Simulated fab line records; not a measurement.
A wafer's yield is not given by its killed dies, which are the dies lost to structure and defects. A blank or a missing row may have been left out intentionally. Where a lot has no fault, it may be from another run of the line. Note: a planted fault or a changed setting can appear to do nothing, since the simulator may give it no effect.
Chamber matching ; flow n5_finfet ; rie_diel-01 running N5_MOL_CONTACT_COAG_ETCH_105: 4 sister chambers
The step etches SiARC in CF4, target depth 15.6 nm, time 26 s. 18 wafers are shown with their chamber, then 9 later ones without.

== EACH WAFER AND ITS CHAMBER ==
wafer;chamber;drypump_motor_current_A (A);showerhead_plenum_p_Torr (Torr);throttle_valve_pct (%)
L076.1;3;5.8;2.19;15.38
L076.2;2;5.5;2.15;15.46
L076.4;1;4.8;2.11;15.72
L078.1;2;5.5;2.14;15.48
L078.2;0;5.4;2.20;16.15
L078.3;3;5.7;2.18;15.38
L079.1;3;5.8;2.18;15.39
L079.2;2;5.5;2.14;15.50
L079.3;0;5.4;2.20;16.16
L083.1;3;5.8;2.18;15.41
L083.3;1;4.9;2.11;15.24
L083.5;1;4.9;2.11;15.26
L085.3;1;4.8;2.10;15.25
L085.4;0;5.4;2.19;15.69
L085.5;3;5.8;2.18;15.42
L088.1;0;5.3;2.19;15.69
L088.3;1;4.9;2.10;15.28
L088.4;3;5.8;2.18;15.45

SIGNATURES, as means of the wafers listed above
reading;chamber 0;chamber 1;chamber 2;chamber 3;scatter within a chamber
drypump_motor_current_A;5.375;4.860;5.500;5.783;0.0446
showerhead_plenum_p_Torr;2.1950;2.1060;2.1433;2.1817;0.00514
throttle_valve_pct;15.9225;15.3500;15.4800;15.4050;0.168
Rule: for a wafer and a chamber, the distance is found by dividing, reading by reading, the gap between the wafer's reading and the chamber's mean by the reading's scatter, squaring, summing and taking the root. If the next closest chamber is less than 2 further off than the closest, the wafer can't be placed; otherwise it belongs to the closest. The scatter: the root of (the sum of the squares of (reading less its chamber's mean) over the shown wafers, divided by (wafers less chambers)).

== WAFERS MISSING THEIR CHAMBER ==
wafer;drypump_motor_current_A (A);showerhead_plenum_p_Torr (Torr);throttle_valve_pct (%)
L089.1;5.8;2.18;15.45
L089.3;5.3;2.19;15.68
L089.6;5.4;2.19;15.68
L094.2;4.8;2.10;15.27
L094.4;5.4;2.19;15.71
L094.6;4.8;2.10;15.29
L095.1;5.3;2.19;15.71
L095.4;4.8;2.10;15.30
L095.6;5.5;2.13;15.55

== WHICH CHAMBER EACH ONE RAN IN ==
wafer;from the rows above;in truth
L089.1;3;3
L089.3;0;0
L089.6;0;0
L094.2;1;1
L094.4;0;0
L094.6;1;1
L095.1;0;0
L095.4;1;1
L095.6;2;2
9 of 9 placed correctly. Left unplaced by these rows: 0. Placed wrongly: 0.
